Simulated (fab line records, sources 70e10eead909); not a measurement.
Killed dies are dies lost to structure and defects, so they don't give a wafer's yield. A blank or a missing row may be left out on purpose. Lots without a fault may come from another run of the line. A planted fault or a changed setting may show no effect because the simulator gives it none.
Tool commonality check | flow nand_harc | 9 lots, 33 wafers sampled

WHY IT WAS OPENED
At NHARC_END_WLT_00 the reading VT_DECK2_MIDDLE is flagged on 2 of 9 lots. Wafers without a fault read 0.884, standard deviation 0.0063.
Rule: a lot is flagged when every wafer of it that has a number lies more than 4 standard deviations from that mean, or none has a number. The other lots count as sound.

lot  | measured     | on        | VT_DECK2_MIDDLE, wafer by wafer     | flag
L955 | day 24 08:57 | prober-01 | 0.886 0.890 0.897                   |
L956 | day 25 07:29 | prober-02 | 0.883 0.880 0.889                   |
L960 | day 27 04:26 | prober-01 | 0.884 0.889 0.883                   |
L959 | day 27 13:32 | prober-02 | 0.890 0.886 0.880                   |
L968 | day 31 01:32 | prober-01 | 5.990 5.951 6.000 5.981 5.968 6.024 | FLAGGED
L971 | day 31 06:14 | prober-02 | 0.883 0.889 0.885                   |
L970 | day 31 09:19 | prober-01 | 5.999 5.943 6.001 5.990 5.988 6.006 | FLAGGED
L973 | day 32 16:22 | prober-01 | 0.887 0.886 0.885                   |
L974 | day 32 19:59 | prober-02 | 0.891 0.888 0.880                   |
The numbers of the flagged lots are 5.987 on average: +5.103 against the usual, or +99 or more standard deviations.

WHICH TOOL RAN EACH LOT
The record holds 4 process steps before the reading, out of a route of 1302 steps. In each cell: the tool, then ch and the chambers that the sampled wafers went through, then the start.
lot  | flag    | NHARC_A_CHANNEL_HOLE_D2_ETCH_34               | NHARC_A_CHANNEL_HOLE_D2_ETCH_20  | NHARC_A_CHANNEL_HOLE_D2_ETCH_25  | NHARC_A_CHANNEL_FILL_D2_ALD_02
L955 |         | rie_diel-09 ch 1,3, day 13 18:14 or earlier   | har_etch-01 ch 0,1, day 13 18:14 | har_etch-01 ch 0,1, day 13 21:02 | ald_hk-01 ch 0,2, day 14 00:02
L956 |         | rie_diel-04 ch 0,1,3, day 14 11:37 or earlier | har_etch-02 ch 0,1, day 14 11:37 | har_etch-02 ch 0,1, day 14 14:31 | ald_hk-04 ch 0,1,2, day 14 17:23
L960 |         | rie_diel-08 ch 1,2,3, day 16 03:23 or earlier | har_etch-01 ch 0,1, day 16 03:23 | har_etch-01 ch 0,1, day 16 06:14 | ald_hk-04 ch 2,3, day 16 09:10
L959 |         | rie_diel-09 ch 0,2,3, day 16 03:55 or earlier | har_etch-02 ch 0,1, day 16 03:55 | har_etch-02 ch 0,1, day 16 06:42 | ald_hk-04 ch 1,2,3, day 16 09:52
L968 | FLAGGED | rie_diel-09 ch 1,3, day 19 21:25 or earlier   | har_etch-02 ch 0,1, day 19 21:25 | har_etch-02 ch 0,1, day 20 00:16 | ald_hk-04 ch 0,3, day 20 03:08
L971 |         | rie_diel-09 ch 0,2,3, day 20 17:37 or earlier | har_etch-02 ch 0,1, day 20 17:37 | har_etch-02 ch 0,1, day 20 20:25 | ald_hk-04 ch 1,2, day 20 23:39
L970 | FLAGGED | rie_diel-09 ch 1,2,3, day 20 10:36 or earlier | har_etch-02 ch 0,1, day 20 10:36 | har_etch-02 ch 0,1, day 20 13:23 | ald_hk-04 ch 1,2,3, day 20 16:32
L973 |         | rie_diel-04 ch 0,1, day 21 21:43 or earlier   | har_etch-02 ch 0,1, day 21 21:43 | har_etch-02 ch 0,1, day 22 00:47 | ald_hk-04 ch 1,2,3, day 22 03:29
L974 |         | rie_diel-08 ch 0,2, day 21 21:54 or earlier   | har_etch-01 ch 0,1, day 21 21:54 | har_etch-01 ch 0,1, day 22 00:41 | ald_hk-01 ch 1,2, day 22 03:55
What these steps do:
- NHARC_A_CHANNEL_HOLE_D2_ETCH_34: etches the open film in CF4/CHF3, target depth 154 nm, time 77 s.
- NHARC_A_CHANNEL_HOLE_D2_ETCH_20: etches the open film in C4F8/O2/Ar, time 361.9 s, target depth 1600 nm.
- NHARC_A_CHANNEL_HOLE_D2_ETCH_25: etches the open film in C4F8/O2/Ar, time 1040.2 s, target depth 1500 nm.
- NHARC_A_CHANNEL_FILL_D2_ALD_02: deposits SiO2, target thk 6 nm, pulse time 10 s, ald cycles 60.
- NHARC_END_WLT_00

FLAGGED OVER TOTAL, TOOL BY TOOL (the gauges that took the reading come last)
step                            | tool        | lots run | flagged | share of the flagged lots | sound lots run after its first flagged lot
NHARC_A_CHANNEL_HOLE_D2_ETCH_34 | rie_diel-04 | 2        | 0       | none                      | -
NHARC_A_CHANNEL_HOLE_D2_ETCH_34 | rie_diel-08 | 2        | 0       | none                      | -
NHARC_A_CHANNEL_HOLE_D2_ETCH_34 | rie_diel-09 | 5        | 2       | all                       | 1 (L971)
NHARC_A_CHANNEL_HOLE_D2_ETCH_20 | har_etch-01 | 3        | 0       | none                      | -
NHARC_A_CHANNEL_HOLE_D2_ETCH_20 | har_etch-02 | 6        | 2       | all                       | 2 (L971,L973)
NHARC_A_CHANNEL_HOLE_D2_ETCH_25 | har_etch-01 | 3        | 0       | none                      | -
NHARC_A_CHANNEL_HOLE_D2_ETCH_25 | har_etch-02 | 6        | 2       | all                       | 2 (L971,L973)
NHARC_A_CHANNEL_FILL_D2_ALD_02  | ald_hk-01   | 2        | 0       | none                      | -
NHARC_A_CHANNEL_FILL_D2_ALD_02  | ald_hk-04   | 7        | 2       | all                       | 2 (L971,L973)
NHARC_END_WLT_00                | prober-01   | 5        | 2       | all                       | 1 (L973)
NHARC_END_WLT_00                | prober-02   | 4        | 0       | none                      | -
NHARC_A_CHANNEL_HOLE_D2_ETCH_34 gives no start for some lots, so the hours and the order of its lots are those of NHARC_A_CHANNEL_HOLE_D2_ETCH_20.

WHAT THE TABLE ALLOWS
5 rows of the table ran every flagged lot: rie_diel-09 at NHARC_A_CHANNEL_HOLE_D2_ETCH_34, har_etch-02 at NHARC_A_CHANNEL_HOLE_D2_ETCH_20, har_etch-02 at NHARC_A_CHANNEL_HOLE_D2_ETCH_25, ald_hk-04 at NHARC_A_CHANNEL_FILL_D2_ALD_02, prober-01 at NHARC_END_WLT_00.
- rie_diel-09 at NHARC_A_CHANNEL_HOLE_D2_ETCH_34: 2 of its 5 lots flagged. Sound lots ran on it after the first flagged one (L971), which a lasting fault on the whole tool wouldn't allow.
- har_etch-02 at NHARC_A_CHANNEL_HOLE_D2_ETCH_20: 2 of its 6 lots flagged. Sound lots ran on it after the first flagged one (L971, L973), which a lasting fault on the whole tool wouldn't allow.
- har_etch-02 at NHARC_A_CHANNEL_HOLE_D2_ETCH_25: 2 of its 6 lots flagged. Sound lots ran on it after the first flagged one (L971, L973), which a lasting fault on the whole tool wouldn't allow.
- ald_hk-04 at NHARC_A_CHANNEL_FILL_D2_ALD_02: 2 of its 7 lots flagged. Sound lots ran on it after the first flagged one (L971, L973), which a lasting fault on the whole tool wouldn't allow. On the flagged lots its readings are blank where sound lots have values: heater_power_outer_w, heater_power_w, precursor_pulse_height_rel.
- prober-01 at NHARC_END_WLT_00: 2 of its 5 lots flagged. Sound lots ran on it after the first flagged one (L973), which a lasting fault on the whole tool wouldn't allow.
No row of the table ran every flagged lot and no sound lot after the first.

WHAT THE SIMULATOR HAD PUT IN
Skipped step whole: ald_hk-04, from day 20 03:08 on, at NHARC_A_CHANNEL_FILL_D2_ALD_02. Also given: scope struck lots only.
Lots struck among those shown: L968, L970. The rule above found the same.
